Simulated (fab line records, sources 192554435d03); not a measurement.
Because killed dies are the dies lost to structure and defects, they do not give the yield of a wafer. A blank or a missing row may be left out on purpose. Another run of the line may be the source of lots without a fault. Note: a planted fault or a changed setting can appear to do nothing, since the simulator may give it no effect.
Matching of chambers :: flow n5_finfet :: cmp-02 running N5_DUMMY_GATE_CMP_04: 4 sister chambers
The step polishes a-Si. 8 wafers are shown with their chamber, then 7 later ones without.

WAFERS PAIRED WITH THEIR CHAMBERS
wafer: L081.2
chamber: 2
motor_current_A (A): 9.6
time_to_endpoint_s (s): 11.4

wafer: L082.2
chamber: 0
motor_current_A (A): 10.1
time_to_endpoint_s (s): 14.5

wafer: L082.3
chamber: 2
motor_current_A (A): 9.9
time_to_endpoint_s (s): 12.4

wafer: L082.4
chamber: 1
motor_current_A (A): 12.0
time_to_endpoint_s (s): 9.0

wafer: L084.3
chamber: 0
motor_current_A (A): 10.4
time_to_endpoint_s (s): 10.3

wafer: L084.6
chamber: 3
motor_current_A (A): 10.2
time_to_endpoint_s (s): 7.2

wafer: L089.1
chamber: 3
motor_current_A (A): 10.8
time_to_endpoint_s (s): 8.3

wafer: L089.4
chamber: 1
motor_current_A (A): 12.8
time_to_endpoint_s (s): 7.5

WAFERS WHOSE CHAMBER IS MISSING
wafer: L089.6
motor_current_A (A): 10.9
time_to_endpoint_s (s): 9.1

wafer: L091.2
motor_current_A (A): 12.5
time_to_endpoint_s (s): 9.9

wafer: L091.3
motor_current_A (A): 10.7
time_to_endpoint_s (s): 11.3

wafer: L091.5
motor_current_A (A): 10.7
time_to_endpoint_s (s): 7.6

wafer: L095.2
motor_current_A (A): 10.7
time_to_endpoint_s (s): 11.9

wafer: L095.5
motor_current_A (A): 10.4
time_to_endpoint_s (s): 16.4

wafer: L095.6
motor_current_A (A): 11.6
time_to_endpoint_s (s): 10.0

WHICH CHAMBER EACH ONE RAN IN
wafer: L089.6
from the rows above: can't be placed: 3 or 0
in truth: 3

wafer: L091.2
from the rows above: 1
in truth: 1

wafer: L091.3
from the rows above: can't be placed: 0 or 3 or 2
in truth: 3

wafer: L091.5
from the rows above: 3
in truth: 3

wafer: L095.2
from the rows above: can't be placed: 0 or 2 or 3
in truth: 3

wafer: L095.5
from the rows above: can't be placed: 0 or 2
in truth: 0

wafer: L095.6
from the rows above: can't be placed: 1 or 3 or 0
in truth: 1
Correctly placed: 2 of 7. Not placeable from these rows: 5 (in 5, the candidates include the true chamber). Wrongly placed: 0.
How it was worked out, from the rows above alone: a wafer's distance from a chamber is the root of the sum, over the readings, of the square of ((its reading less the chamber's mean) divided by the reading's scatter). If the next closest chamber is less than 2 further off than the closest, the wafer can't be placed; otherwise it belongs to the closest. The mean given for a chamber averages the wafers shown for that chamber. The scatter: the root of (the sum of the squares of (reading less its chamber's mean) over the shown wafers, divided by (wafers less chambers)).
